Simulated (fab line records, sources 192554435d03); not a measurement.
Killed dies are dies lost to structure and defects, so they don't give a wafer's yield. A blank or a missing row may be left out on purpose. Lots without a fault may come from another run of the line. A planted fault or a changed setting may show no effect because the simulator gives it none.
Which tool did it? | flow n5_finfet | 10 lots, 29 wafers sampled, at 6 steps of a route of 1938

WHAT THE GAUGES READ, wafer by wafer
N5_SD_EPI_P_INSPECT_11: inspects for defects (macro). Usual: raw_defect_count 2.1, standard deviation 1.4.
lot  | measured    | on                | raw_defect_count | flag
L356 | day 3 11:20 | defect_inspect-01 | 5 1 0            |
L357 | day 3 16:05 | defect_inspect-01 | 2 1              |
L359 | day 4 07:05 | defect_inspect-01 | 2 2 0            |
L361 | day 4 18:02 | defect_inspect-02 | 2 1 6            |
L365 | day 5 18:16 | defect_inspect-01 | 5 3 4            |
L369 | day 6 18:47 | defect_inspect-02 | 1 1 1            |
L373 | day 7 17:25 | defect_inspect-02 | 2 2 1            |
L375 | day 8 04:36 | defect_inspect-02 | 2 4 1            |
L377 | day 8 18:29 | defect_inspect-01 | 2 3 2            |
L378 | day 8 23:09 | defect_inspect-01 | 1 1 1            |

N5_BEOL_M4_RC_MEAS_101. Usual: DIBL_N 36.3 mV/V, standard deviation 1.6; DIBL_P 36.2 mV/V, standard deviation 2.1; IOFF_N 0.16 nA/um, standard deviation 0.031; IOFF_P 0.21 nA/um, standard deviation 0.034; ION_N 673 uA/um, standard deviation 11; ION_P 461 uA/um, standard deviation 7.4; SS_N 71.6 mV/dec, standard deviation 0.55; SS_P 73.3 mV/dec, standard deviation 0.66; VT_N 251 mV, standard deviation 3.2; VT_P -251 mV, standard deviation 3.5.
lot  | measured     | on        | DIBL_N (mV/V)  | DIBL_P (mV/V)  | IOFF_N (nA/um) | IOFF_P (nA/um) | ION_N (uA/um) | ION_P (uA/um) | SS_N (mV/dec)  | SS_P (mV/dec)  | VT_N (mV)   | VT_P (mV)      | flag
L356 | day 7 15:59  | prober-02 | 36.3 36.8 38.4 | 36.0 36.5 37.9 | 0.14 0.14 0.17 | 0.21 0.21 0.25 | 683 665 676   | 471 462 464   | 71.0 71.5 71.2 | 73.8 73.4 74.0 | 254 253 250 | -254 -253 -251 |
L357 | day 7 19:15  | prober-02 | 33.4 35.0      | 33.4 36.1      | 0.12 0.15      | 0.15 0.20      | 664 661       | 452 453       | 70.8 71.6      | 72.9 73.3      | 258 249     | -254 -251      |
L359 | day 8 17:03  | prober-02 | 36.0 38.8 38.9 | 35.8 39.2 39.4 | 0.14 0.20 0.19 | 0.22 0.28 0.28 | 661 679 675   | 460 467 473   | 72.0 71.9 72.2 | 73.4 74.3 74.7 | 255 249 248 | -250 -244 -244 |
L361 | day 9 00:52  | prober-01 | 39.4 39.9 40.0 | 39.1 40.1 39.6 | 0.25 0.24 0.26 | 0.27 0.28 0.28 | 681 683 683   | 460 461 464   | 72.0 72.9 72.5 | 74.2 74.2 73.5 | 244 245 246 | -247 -247 -248 |
L365 | day 9 19:12  | prober-01 | 34.6 36.0 35.9 | 34.2 36.7 36.5 | 0.14 0.18 0.17 | 0.17 0.20 0.20 | 675 683 694   | 458 469 469   | 71.9 71.6 72.3 | 73.1 73.8 74.3 | 252 249 249 | -255 -251 -252 |
L369 | day 12 03:16 | prober-01 | 36.4 35.1 38.9 | 38.2 35.3 40.0 | 0.18 0.15 0.23 | 0.26 0.19 0.28 | 687 670 682   | 474 457 467   | 71.8 71.4 72.6 | 73.9 73.2 74.5 | 246 249 246 | -248 -250 -250 |
L373 | day 11 21:50 | prober-01 | 37.7 37.0 38.1 | 38.2 36.0 37.4 | 0.18 0.15 0.19 | 0.22 0.20 0.23 | 687 668 676   | 465 461 464   | 71.7 72.2 72.0 | 73.5 73.6 73.1 | 249 250 250 | -252 -255 -248 |
L375 | day 12 09:29 | prober-01 | 36.9 33.8 36.6 | 37.1 33.7 37.1 | 0.16 0.11 0.16 | 0.18 0.13 0.17 | 670 662 682   | 454 446 459   | 71.6 70.9 71.5 | 73.1 72.7 73.2 | 251 256 249 | -258 -262 -258 |
L377 | day 13 07:39 | prober-01 | 34.2 37.2 36.9 | 32.7 37.0 36.4 | 0.10 0.15 0.14 | 0.14 0.19 0.19 | 656 667 666   | 455 456 463   | 70.4 71.2 71.6 | 71.8 72.6 72.9 | 257 251 252 | -254 -253 -255 |
L378 | day 13 10:01 | prober-01 | 37.9 39.1 39.1 | 38.5 41.1 41.7 | 0.19 0.23 0.25 | 0.23 0.28 0.29 | 687 697 708   | 466 472 478   | 71.7 73.3 72.5 | 74.6 74.0 74.3 | 248 245 243 | -249 -248 -248 |

WHICH TOOL RAN EACH LOT (tool, then ch and the chambers of the sampled wafers, then the start)
lot  | N5_SD_EPI_P_ETCHBACK_46           | N5_ILD0_FCVD_FILL_01        | N5_ILD0_CMP_03               | N5_ILD0_CMP_07
L356 | rie_diel-03 ch 2,3, day 3 11:47   | fcvd-02 ch 0,1, day 3 16:38 | cmp-02 ch 2,3, day 3 18:31   | cmp-03 ch 0,1,3, day 3 18:55
L357 | rie_diel-03 ch 2,3, day 3 16:32   | fcvd-02 ch 0, day 3 21:31   | cmp-01 ch 1,3, day 3 23:35   | cmp-03 ch 1, day 3 23:49
L359 | rie_diel-03 ch 0,1, day 4 07:51   | fcvd-01 ch 0,1, day 4 12:28 | cmp-01 ch 2,3, day 4 15:05   | cmp-02 ch 1,2, day 4 15:34
L361 | rie_diel-03 ch 2,3, day 4 18:29   | fcvd-02 ch 0,1, day 4 23:21 | cmp-01 ch 0,1,2, day 5 01:20 | cmp-03 ch 0,1, day 5 01:37
L365 | rie_diel-01 ch 2,3, day 5 18:42   | fcvd-02 ch 0,1, day 5 23:24 | cmp-01 ch 1,2,3, day 6 01:49 | cmp-01 ch 0,3, day 6 02:08
L369 | rie_diel-03 ch 0,1,3, day 6 19:14 | fcvd-02 ch 0,1, day 7 00:07 | cmp-01 ch 1,2,3, day 7 02:37 | cmp-03 ch 1,2,3, day 7 02:56
L373 | rie_diel-03 ch 1,2, day 7 17:53   | fcvd-02 ch 0,1, day 7 23:16 | cmp-02 ch 1,2,3, day 8 01:15 | cmp-03 ch 0,1,2, day 8 01:32
L375 | rie_diel-05 ch 0,2,3, day 8 05:03 | fcvd-01 ch 0,1, day 8 09:56 | cmp-03 ch 0,1, day 8 11:53   | cmp-03 ch 0,1,2, day 8 12:13
L377 | rie_diel-03 ch 2,3, day 8 18:56   | fcvd-01 ch 0,1, day 8 23:39 | cmp-03 ch 1,2,3, day 9 01:38 | cmp-03 ch 1,2,3, day 9 01:55
L378 | rie_diel-01 ch 0,2, day 8 23:36   | fcvd-01 ch 0,1, day 9 05:04 | cmp-01 ch 0,2,3, day 9 07:04 | cmp-03 ch 0,1,3, day 9 07:22
- N5_SD_EPI_P_ETCHBACK_46: etches SiNx in CH3F/O2, stops on SiO2, target depth 17.5 nm.
- N5_ILD0_FCVD_FILL_01: material SiO2 flowable, target thk 200 nm, time 328.3 s.
- N5_ILD0_CMP_03: polishes, stops on SiNx, t overpolish 1.9 s, target thk 197.38 nm.
- N5_ILD0_CMP_07: polishes SiO2 flowable, stops on poly-Si, t overpolish 1.18 s, target thk 138.88 nm.

WHAT THE TOOLS THEMSELVES READ (means of the sampled wafers that have a number; where no wafer has one, the mark that the record gives instead)
N5_SD_EPI_P_ETCHBACK_46. Usual: drypump_motor_current_A 5.6 A, standard deviation 0.49; mfc_ar_sccm 150.0 sccm, standard deviation 0.46; oes_product_au 0.68 a.u., standard deviation 0.067; rf_vpp_V 296 V, standard deviation 6.4; showerhead_plenum_p_Torr 2.00 Torr, standard deviation 0.067; throttle_valve_pct 16.29 %, standard deviation 0.21.
lot  | tool        | drypump_motor_current_A (A) | mfc_ar_sccm (sccm) | oes_product_au (a.u.) | rf_vpp_V (V) | showerhead_plenum_p_Torr (Torr) | throttle_valve_pct (%) | flag
L356 | rie_diel-03 | 5.2                         | 150.2              | 0.66                  | 292          | 1.98                            | 16.31                  |
L357 | rie_diel-03 | 5.2                         | 149.7              | 0.66                  | 291          | 2.00                            | 16.31                  |
L359 | rie_diel-03 | 6.0                         | 150.0              | 0.76                  | 300          | 1.97                            | 16.16                  |
L361 | rie_diel-03 | 5.3                         | 149.8              | 0.64                  | 291          | 2.02                            | 16.34                  |
L365 | rie_diel-01 | 5.2                         | 149.4              | 0.61                  | 294          | 1.93                            | 16.49                  |
L369 | rie_diel-03 | 5.8                         | 149.7              | 0.67                  | 299          | 2.00                            | 16.30                  |
L373 | rie_diel-03 | 5.7                         | 149.9              | 0.73                  | 297          | 1.94                            | 16.16                  |
L375 | rie_diel-05 | 6.0                         | 149.8              | 0.65                  | 296          | 2.00                            | 16.09                  |
L377 | rie_diel-03 | 5.1                         | 150.5              | 0.63                  | 293          | 1.97                            | 16.38                  |
L378 | rie_diel-01 | 5.0                         | 149.8              | 0.64                  | 296          | 1.98                            | 16.64                  |

N5_ILD0_CMP_03. Usual: motor_current_A 12.0 A, standard deviation 1.3; overpolish_run_s 1.900 s, standard deviation 0.0092; retaining_ring_pressure_frac 1.000, standard deviation 0.0051; time_to_endpoint_s 72 s, standard deviation 4.7.
lot  | tool   | motor_current_A (A) | overpolish_run_s (s) | retaining_ring_pressure_frac | time_to_endpoint_s (s) | flag
L356 | cmp-02 | 12.0                | 1.902                | 0.999                        | 77                     |
L357 | cmp-01 | 12.0                | 1.909                | 1.006                        | 64                     |
L359 | cmp-01 | 13.7                | 1.897                | 0.997                        | 145                    | OFF
L361 | cmp-01 | 12.1                | 1.900                | 0.996                        | 72                     |
L365 | cmp-01 | 12.8                | 1.892                | 1.001                        | 137                    | OFF
L369 | cmp-01 | 12.9                | 1.899                | 0.998                        | 142                    | OFF
L373 | cmp-02 | 11.4                | 1.909                | 1.000                        | 73                     |
L375 | cmp-03 | 10.7                | 1.901                | 1.000                        | 68                     |
L377 | cmp-03 | 12.0                | 1.908                | 1.003                        | 67                     |
L378 | cmp-01 | 12.3                | 1.903                | 1.006                        | 74                     |

N5_ILD0_CMP_07. Usual: motor_current_A 11.7 A, standard deviation 1.2; retaining_ring_pressure_frac 1.000, standard deviation 0.0054.
lot  | tool   | motor_current_A (A) | retaining_ring_pressure_frac | flag
L356 | cmp-03 | 10.9                | 0.998                        |
L357 | cmp-03 | 11.2                | 1.000                        |
L359 | cmp-02 | 10.6                | 1.000                        |
L361 | cmp-03 | 10.8                | 1.007                        |
L365 | cmp-01 | 11.9                | 0.994                        |
L369 | cmp-03 | 12.0                | 0.995                        |
L373 | cmp-03 | 11.4                | 1.002                        |
L375 | cmp-03 | 11.8                | 1.000                        |
L377 | cmp-03 | 11.6                | 1.003                        |
L378 | cmp-03 | 11.0                | 1.000                        |

THE ANSWER, worked out from the rows above alone
Rule: a lot is off if the mean of its wafers that have a number lies more than 3 standard deviations from the usual mean. A lot without any number at a reading at which 4 lots or more have one is off too. The other lots that the step has rows for count as sound. The gauges are gone through in route order, then the tools' own readings, and for those a lot's mean is taken as printed above. The first step at which some lot is off is used, and at that step the reading that is off furthest; a lot without a number counts as furthest.
Off: L359, L365, L369, at N5_ILD0_CMP_03 (time_to_endpoint_s).
A tool fits if, at that step or a process step before it, it ran every lot that is off, and no sound lot after the first of them. None of those tried fits.

WHAT THE SIMULATOR HAD PUT IN
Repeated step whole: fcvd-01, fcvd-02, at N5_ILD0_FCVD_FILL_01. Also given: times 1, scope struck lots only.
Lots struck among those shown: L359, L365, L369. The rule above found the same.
